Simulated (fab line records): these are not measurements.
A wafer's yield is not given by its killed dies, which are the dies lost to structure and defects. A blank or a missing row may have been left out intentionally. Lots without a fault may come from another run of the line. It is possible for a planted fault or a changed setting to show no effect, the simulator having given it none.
Comparing a struck lot with a sound one | flow n5 finfet | 15 out of 1938 route steps
Sound: these wafers, L900.1, L900.2, L900.3. Struck: wafer L908.1 (left out: L908.5, L908.6 of the same lot, which were not struck); the cause appears at the end.
Order at every step that has rows: each side's tool, ch and its chambers, its first start. Under that, the readings that differ: sound wafers | struck wafers | difference of the means | sigmas: that difference in standard deviations of wafers without a fault.
alike: readings whose means differ by less than 2 such deviations, and words and numbers that are the same on both sides. not compared: withheld readings, readings that some wafer has no value for, bounds like >300 that may hide the same value, and numbers for which the record gives no deviation and whose values overlap.
The two part at a step that has a row with sigmas, a row that says differs or no value, or rows on one side only. Numbers that have no deviation but don't overlap get no sigmas and don't part them. A reading that every wafer of one side lacks parts them only if that side has two wafers or more.

first, 8 steps without rows for these wafers: N5_BEOL_M14_COAT_58 (time 60 s, resist thk 89 nm); N5_BEOL_M14_COAT_04 (resist thk 800 nm); N5_BEOL_M14_EBR_06; N5_BEOL_M14_SOFTBAKE_05 (time 60 s); N5_BEOL_M14_EXPOSE_07 (exposes mask V13); N5_BEOL_M14_PEB_08 (peb time 90 s); N5_BEOL_M14_DEVELOP_09 (develop time 45 s); N5_BEOL_M14_HARDBAKE_14 (time 120 s).
N5_BEOL_M14_CD_MEAS_10 targets a cd of 250 nm.
  sound on cd sem-01 ch 0, day 11 15:02; struck on cd sem-02 ch 0, day 13 19:08
  alike: cd nm
N5_BEOL_M14_OVL_MEAS_11:
  sound on overlay-01 ch 0, day 11 15:05; struck on overlay-01 ch 0, day 13 19:10
  alike: V13_OVL
N5_BEOL_M14_INSPECT_12: inspects for defects (macro).
  sound: defect inspect-02 at day 11 15:06; struck: defect inspect-02 at day 13 19:11
  alike: raw defect count
N5_BEOL_M14_DESCUM_15: chemistry O2, time 7.9 s.
  sound on rie diel-02 ch 0,2,3, day 11 15:08; struck on rie diel-02 ch 0, day 13 19:13
  alike: drypump motor current A, oes product au, rf vpp V, showerhead plenum p Torr, throttle valve pct
  not compared: rf hours counter h
N5_BEOL_M14_ETCH_59: etches BARC in N2/H2, target depth 89 nm, overetch 26.7 nm, time 67.9 s.
  sound on rie diel-02 ch 0,2,3, day 11 15:10; struck on rie diel-02 ch 0, day 13 19:15
  reading          | sound          | struck | difference | sigmas
  run length s (s) | 91.3 92.3 91.2 | 95.2   | +3.6       | +8
  alike: bias w, drypump motor current A, oes product au, rf vpp V, showerhead plenum p Torr, throttle valve pct
  not compared: rf hours counter h
N5_BEOL_M14_VIA_ETCH_16: etches SiO2 in C4F8/O2/Ar, target depth 1231.3 nm.
  sound on rie diel-02 ch 0,2,3, day 11 15:13; struck on rie diel-02 ch 0, day 13 19:18
  alike: bias w, drypump motor current A, he outer torr, oes_o_777_au, oes product au, rf vpp V, showerhead plenum p Torr, throttle valve pct
N5_PASSIVATION_PROBE_49:
  sound: prober-02 at day 13 00:07; struck: prober-02 at day 14 18:59
  reading               | sound       | struck | difference | sigmas
  sort_bin_6_memory (%) | 2.3 3.3 2.1 | 3.9    | +1.3       | +2
  alike: defect limited yield, killed_at_M0_to_M3, killed_at_M4_up, killed at contacts, killed at front end, killed at other, killed dies, killed open, killed short, sort_bin_5_function, sort n pass, sort yield pct

== WHERE THEY PART ==
Last at N5_PASSIVATION_PROBE_49 as far as this record goes, first at N5_BEOL_M14_ETCH_59.

WHY: what had been put in by the simulator
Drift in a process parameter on rie diel-02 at N5_BEOL_M14_ETCH_59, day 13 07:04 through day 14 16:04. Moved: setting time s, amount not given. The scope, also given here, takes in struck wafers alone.
